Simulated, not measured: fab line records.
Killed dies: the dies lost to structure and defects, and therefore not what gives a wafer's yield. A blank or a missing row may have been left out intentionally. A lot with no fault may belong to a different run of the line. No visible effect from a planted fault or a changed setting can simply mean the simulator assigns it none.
Lot-split experiment    flow n5Finfet    route with 1938 steps; 7 lots, 21 wafers read

## ABOUT THE SPLIT
At N5_FIN_SAQP_PECVD_48 (deposits SiNx from SiH4/NH3/N2, target thk 25 nm, time 22.1 s), the setting timeS was moved away from the recipe's 22.1 s on 8 of the 21 wafers read, by -14.9% to +9.9%. All remaining wafers had this setting at the recipe value.

## FROM THE SPLIT TO THE READING: what the file shows between them, 4 steps
- N5_FIN_SAQP_ETCH_52: etches SOC in N2/H2, target depth 100 nm, overetch 20 nm, time 150 s (also split here: sourceW)
- N5_FIN_SAQP_SPACER1_ALD_24: deposits SiO2, target thk 20.3 nm, pulse time 1 s, purge time 2 s (also split here: tempC)
- N5_FIN_SAQP_SPACER1_ETCHBACK_25: etches SiO2 in CHF3/O2, target depth 24.4 nm, time 12.2 s
- N5_FIN_SAQP_MANDREL1_REMOVE_56: chemistry HBr/Cl2/O2, target a-Si, stops on SiNx, bt time 10 s

## THE READING
etch.depthNm (the simulator's own value, which no gauge read), in nm, at N5_FIN_SAQP_ETCH_57 (etches SiNx in CH3F/O2, target depth 32.5 nm, time 46.4 s). No usual value for it is given in the file. Average 25.02 nm, standard deviation 0.24 nm, over the 13 wafers here run with the recipe.

wafer   tool, chamber at the split  timeS as run, s  against the recipe  etch.depthNm, nm  against lot-mates on the recipe
L079.4  pecvd-03, 1                 24.29            +9.9%               27.97             +2.70
L079.5  pecvd-03, 0                 22.1             recipe              25.27             -
L079.6  pecvd-03, 2                 24.29            +9.9%               27.45             +2.18
L089.1  pecvd-01, 2                 20.56            -7.0%               23.1              -1.85
L089.2  pecvd-01, 0                 22.1             recipe              24.95             -
L089.3  pecvd-01, 1                 20.56            -7.0%               23.36             -1.59
L090.1  pecvd-01, 2                 22.1             recipe              24.78             -
L090.2  pecvd-01, 1                 22.1             recipe              25.02             -
L090.3  pecvd-01, 0                 18.8             -14.9%              21.22             -3.68
L091.2  pecvd-03, 1                 22.1             recipe              24.81             -
L091.4  pecvd-03, 0                 22.1             recipe              25.6              -
L091.6  pecvd-03, 1                 22.1             recipe              24.94             -
L092.1  pecvd-04, 0                 22.1             recipe              25.17             -
L092.2  pecvd-04, 1                 23.75            +7.5%               26.62             +1.67
L092.4  pecvd-04, 2                 22.1             recipe              24.74             -
L093.3  pecvd-04, 1                 23.26            +5.2%               25.95             +0.79
L093.5  pecvd-04, 1                 22.1             recipe              24.99             -
L093.6  pecvd-04, 0                 22.1             recipe              25.32             -
L095.2  pecvd-03, 0                 22.1             recipe              24.9              -
L095.3  pecvd-03, 2                 23.27            +5.3%               25.49             +0.64
L095.4  pecvd-03, 2                 22.1             recipe              24.81             -

FIT RESULTS
A straight line over all 21 wafers: etch.depthNm changes by +0.247 nm for each +1% of timeS; r = +0.98; the points scatter about the line by 0.32 nm.
The same after taking each lot's own level away (the mean of its wafers on the recipe; 21 wafers): +0.235 nm for each +1%; r = +0.98; scatter 0.26 nm.
According to that fit, moving timeS by its largest amount changes the reading by 3.5 nm.
Across the lots, their own levels run from 24.855 to 25.270 nm, a range of 1.7 times the standard deviation given above.
Consequently the slope shifts little with the lot-to-lot level, the two slopes agreeing.
Check: with one of the wafers moved furthest among these (-14.9%) left out of the fit, the line predicts -3.5 nm for it against its lot-mates. Against them it came out at -3.68 nm.

## THESE WAFERS: OTHER SPLITS
Other splits were also applied to these wafers ahead of the reading. Each is held against what the fit with the lots' levels taken away leaves over:
other split on the same wafers    wafers away from the commonest value  r with etch.depthNm (lot level and that fit taken away)
N5_WELL_APT_COAT_02 spinRpm       8                                     -0.24
N5_FIN_SAQP_ETCH_52 sourceW       5                                     +0.09
N5_FIN_SAQP_SPACER1_ALD_24 tempC  9                                     +0.18

## THE WHOLE CHAIN: every reading that the file lists as answering this split, in the file's order
step                  what it does                                                   reading                                                                           change (the file's fit)                r (the file's)
N5_FIN_SAQP_PECVD_48  deposits SiNx from SiH4/NH3/N2, target thk 25 nm, time 22.1 s  SiNx_of_FIN_SAQP_PECVD_48.thkNm (the simulator's own value, which no gauge read)  +0.235 nm for each +1% of the setting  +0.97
N5_FIN_SAQP_ETCH_57   etches SiNx in CH3F/O2, target depth 32.5 nm, time 46.4 s      etchRfOnTimeS                                                                     withheld for each +1% of the setting   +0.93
N5_FIN_SAQP_ETCH_57   etches SiNx in CH3F/O2, target depth 32.5 nm, time 46.4 s      etch.depthNm (the simulator's own value, which no gauge read)                     +0.231 nm for each +1% of the setting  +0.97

## THE FILE'S OWN FIT
etch.depthNm changes by +0.231 nm for each +1% of timeS, r = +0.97.
